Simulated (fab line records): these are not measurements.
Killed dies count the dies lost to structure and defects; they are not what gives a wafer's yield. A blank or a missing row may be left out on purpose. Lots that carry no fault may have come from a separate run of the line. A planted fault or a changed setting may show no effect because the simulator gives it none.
Chamber matching || flow nand-harc || rie-diel-02 running NHARC_P_M2_ETCH_35: 4 sister chambers
The step etches the open film in N2/H2, target depth 40 nm, overetch 12 nm, time 43.94 s. 14 wafers are shown with their chamber, then 7 later ones without.

## EACH WAFER AND ITS CHAMBER
{"wafer": "L078.1", "chamber": 3, "showerhead-plenum-p-Torr (Torr)": 2.09, "drypump-motor-current-A (A)": 5.8, "rf-vpp-V (V)": 431.8}
{"wafer": "L078.2", "chamber": 0, "showerhead-plenum-p-Torr (Torr)": 2.17, "drypump-motor-current-A (A)": 5.8, "rf-vpp-V (V)": 433.5}
{"wafer": "L078.5", "chamber": 1, "showerhead-plenum-p-Torr (Torr)": 2.12, "drypump-motor-current-A (A)": 5.6, "rf-vpp-V (V)": 431.6}
{"wafer": "L080.1", "chamber": 0, "showerhead-plenum-p-Torr (Torr)": 2.17, "drypump-motor-current-A (A)": 5.7, "rf-vpp-V (V)": 434.4}
{"wafer": "L080.4", "chamber": 3, "showerhead-plenum-p-Torr (Torr)": 2.08, "drypump-motor-current-A (A)": 5.8, "rf-vpp-V (V)": 433.0}
{"wafer": "L080.6", "chamber": 2, "showerhead-plenum-p-Torr (Torr)": 1.96, "drypump-motor-current-A (A)": 5.9, "rf-vpp-V (V)": 427.8}
{"wafer": "L082.1", "chamber": 1, "showerhead-plenum-p-Torr (Torr)": 2.12, "drypump-motor-current-A (A)": 5.6, "rf-vpp-V (V)": 433.2}
{"wafer": "L082.2", "chamber": 0, "showerhead-plenum-p-Torr (Torr)": 2.17, "drypump-motor-current-A (A)": 5.8, "rf-vpp-V (V)": 433.7}
{"wafer": "L082.4", "chamber": 1, "showerhead-plenum-p-Torr (Torr)": 2.12, "drypump-motor-current-A (A)": 5.6, "rf-vpp-V (V)": 432.9}
{"wafer": "L083.2", "chamber": 2, "showerhead-plenum-p-Torr (Torr)": 1.96, "drypump-motor-current-A (A)": 5.9, "rf-vpp-V (V)": 427.0}
{"wafer": "L083.3", "chamber": 0, "showerhead-plenum-p-Torr (Torr)": 2.17, "drypump-motor-current-A (A)": 5.8, "rf-vpp-V (V)": 434.0}
{"wafer": "L083.5", "chamber": 1, "showerhead-plenum-p-Torr (Torr)": 2.12, "drypump-motor-current-A (A)": 5.6, "rf-vpp-V (V)": 433.1}
{"wafer": "L088.2", "chamber": 2, "showerhead-plenum-p-Torr (Torr)": 1.96, "drypump-motor-current-A (A)": 5.9, "rf-vpp-V (V)": 428.6}
{"wafer": "L088.3", "chamber": 1, "showerhead-plenum-p-Torr (Torr)": 2.12, "drypump-motor-current-A (A)": 5.6, "rf-vpp-V (V)": 432.4}

SIGNATURES (means of the wafers above)
{"reading": "showerhead-plenum-p-Torr", "chamber 0": 2.1700, "chamber 1": 2.1200, "chamber 2": 1.9600, "chamber 3": 2.0850, "scatter within a chamber": 0.00224}
{"reading": "drypump-motor-current-A", "chamber 0": 5.775, "chamber 1": 5.600, "chamber 2": 5.900, "chamber 3": 5.800, "scatter within a chamber": 0.0274}
{"reading": "rf-vpp-V", "chamber 0": 433.900, "chamber 1": 432.640, "chamber 2": 427.800, "chamber 3": 432.400, "scatter within a chamber": 0.647}
Rule: a wafer lies at a distance from a chamber equal to the root of the sum of squares, over the readings, of (its reading less the chamber's mean, divided by the reading's scatter). The wafer belongs to the nearest chamber; if the next one is less than 2 further off, it can't be placed. The scatter: take each reading less its chamber's mean, square it, sum over the shown wafers, divide by the number of wafers less the number of chambers, and take the root.

## WAFERS WITH NO CHAMBER GIVEN
{"wafer": "L088.6", "showerhead-plenum-p-Torr (Torr)": 1.96, "drypump-motor-current-A (A)": 5.9, "rf-vpp-V (V)": 429.0}
{"wafer": "L091.2", "showerhead-plenum-p-Torr (Torr)": 2.17, "drypump-motor-current-A (A)": 5.8, "rf-vpp-V (V)": 434.3}
{"wafer": "L091.5", "showerhead-plenum-p-Torr (Torr)": 1.96, "drypump-motor-current-A (A)": 5.9, "rf-vpp-V (V)": 429.1}
{"wafer": "L091.6", "showerhead-plenum-p-Torr (Torr)": 2.17, "drypump-motor-current-A (A)": 5.7, "rf-vpp-V (V)": 434.4}
{"wafer": "L096.1", "showerhead-plenum-p-Torr (Torr)": 2.08, "drypump-motor-current-A (A)": 5.8, "rf-vpp-V (V)": 430.7}
{"wafer": "L096.3", "showerhead-plenum-p-Torr (Torr)": 2.17, "drypump-motor-current-A (A)": 5.8, "rf-vpp-V (V)": 435.9}
{"wafer": "L096.5", "showerhead-plenum-p-Torr (Torr)": 1.96, "drypump-motor-current-A (A)": 5.9, "rf-vpp-V (V)": 428.0}

## WHICH CHAMBER EACH ONE RAN IN
{"wafer": "L088.6", "from the rows above": 2, "in truth": 2}
{"wafer": "L091.2", "from the rows above": 0, "in truth": 0}
{"wafer": "L091.5", "from the rows above": 2, "in truth": 2}
{"wafer": "L091.6", "from the rows above": 0, "in truth": 0}
{"wafer": "L096.1", "from the rows above": 3, "in truth": 3}
{"wafer": "L096.3", "from the rows above": 0, "in truth": 0}
{"wafer": "L096.5", "from the rows above": 2, "in truth": 2}
Correctly placed: 7 of 7. From these rows, 0 cannot be placed. Wrongly placed: 0.
